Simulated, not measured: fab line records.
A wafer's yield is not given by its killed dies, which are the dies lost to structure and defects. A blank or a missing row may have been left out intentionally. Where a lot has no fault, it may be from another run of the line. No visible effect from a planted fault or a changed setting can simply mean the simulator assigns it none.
Chamber matching / flow n5Finfet / rieDiel-04 running N5_BEOL_M10_DESCUM_16: 4 sister chambers
The step chemistry O2, time 7.9 s. 14 wafers are shown with their chamber, then 7 later ones without.

WAFERS PAIRED WITH THEIR CHAMBERS
wafer=L270.1; chamber=2; throttleValvePct (%)=20.24; showerheadPlenumPTorr (Torr)=2.15; drypumpMotorCurrentA (A)=5.42
wafer=L270.4; chamber=0; throttleValvePct (%)=20.66; showerheadPlenumPTorr (Torr)=2.06; drypumpMotorCurrentA (A)=5.81
wafer=L270.6; chamber=0; throttleValvePct (%)=20.66; showerheadPlenumPTorr (Torr)=2.06; drypumpMotorCurrentA (A)=5.84
wafer=L278.3; chamber=0; throttleValvePct (%)=20.67; showerheadPlenumPTorr (Torr)=2.05; drypumpMotorCurrentA (A)=5.89
wafer=L278.4; chamber=1; throttleValvePct (%)=20.27; showerheadPlenumPTorr (Torr)=2.04; drypumpMotorCurrentA (A)=5.90
wafer=L278.6; chamber=3; throttleValvePct (%)=20.95; showerheadPlenumPTorr (Torr)=2.16; drypumpMotorCurrentA (A)=5.21
wafer=L275.4; chamber=2; throttleValvePct (%)=20.26; showerheadPlenumPTorr (Torr)=2.14; drypumpMotorCurrentA (A)=5.40
wafer=L275.5; chamber=2; throttleValvePct (%)=20.25; showerheadPlenumPTorr (Torr)=2.14; drypumpMotorCurrentA (A)=5.40
wafer=L275.6; chamber=3; throttleValvePct (%)=20.94; showerheadPlenumPTorr (Torr)=2.16; drypumpMotorCurrentA (A)=5.22
wafer=L277.3; chamber=3; throttleValvePct (%)=20.94; showerheadPlenumPTorr (Torr)=2.16; drypumpMotorCurrentA (A)=5.24
wafer=L277.5; chamber=0; throttleValvePct (%)=20.70; showerheadPlenumPTorr (Torr)=2.05; drypumpMotorCurrentA (A)=5.85
wafer=L277.6; chamber=3; throttleValvePct (%)=20.95; showerheadPlenumPTorr (Torr)=2.16; drypumpMotorCurrentA (A)=5.24
wafer=L280.1; chamber=1; throttleValvePct (%)=20.29; showerheadPlenumPTorr (Torr)=2.04; drypumpMotorCurrentA (A)=5.91
wafer=L280.4; chamber=2; throttleValvePct (%)=20.27; showerheadPlenumPTorr (Torr)=2.14; drypumpMotorCurrentA (A)=5.40

SIGNATURES (means of the wafers above)
reading=throttleValvePct; chamber 0=20.6725; chamber 1=20.2800; chamber 2=20.2550; chamber 3=20.9450; scatter within a chamber=0.0137
reading=showerheadPlenumPTorr; chamber 0=2.0550; chamber 1=2.0400; chamber 2=2.1425; chamber 3=2.1600; scatter within a chamber=0.00418
reading=drypumpMotorCurrentA; chamber 0=5.8475; chamber 1=5.9050; chamber 2=5.4050; chamber 3=5.2275; scatter within a chamber=0.0207
Rule: a wafer's distance from a chamber is the root of the sum, over the readings, of the square of ((its reading less the chamber's mean) divided by the reading's scatter). If the next closest chamber is less than 2 further off than the closest, the wafer can't be placed; otherwise it belongs to the closest. The scatter is the square root of a quotient: the sum, over the shown wafers, of each reading's squared deviation from its chamber's mean, divided by wafers minus chambers.

WAFERS MISSING THEIR CHAMBER
wafer=L280.5; throttleValvePct (%)=20.69; showerheadPlenumPTorr (Torr)=2.05; drypumpMotorCurrentA (A)=5.84
wafer=L283.1; throttleValvePct (%)=20.29; showerheadPlenumPTorr (Torr)=2.04; drypumpMotorCurrentA (A)=5.93
wafer=L283.2; throttleValvePct (%)=20.29; showerheadPlenumPTorr (Torr)=2.13; drypumpMotorCurrentA (A)=5.40
wafer=L283.6; throttleValvePct (%)=20.69; showerheadPlenumPTorr (Torr)=2.04; drypumpMotorCurrentA (A)=5.81
wafer=L287.3; throttleValvePct (%)=20.29; showerheadPlenumPTorr (Torr)=2.13; drypumpMotorCurrentA (A)=5.42
wafer=L287.4; throttleValvePct (%)=20.32; showerheadPlenumPTorr (Torr)=2.04; drypumpMotorCurrentA (A)=5.90
wafer=L287.5; throttleValvePct (%)=20.30; showerheadPlenumPTorr (Torr)=2.13; drypumpMotorCurrentA (A)=5.42

THE CHAMBER EACH PASSED THROUGH
wafer=L280.5; from the rows above=0; in truth=0
wafer=L283.1; from the rows above=1; in truth=1
wafer=L283.2; from the rows above=2; in truth=2
wafer=L283.6; from the rows above=0; in truth=0
wafer=L287.3; from the rows above=2; in truth=2
wafer=L287.4; from the rows above=1; in truth=1
wafer=L287.5; from the rows above=2; in truth=2
Correctly placed: 7 of 7. From these rows, 0 cannot be placed. 0 placed wrongly.
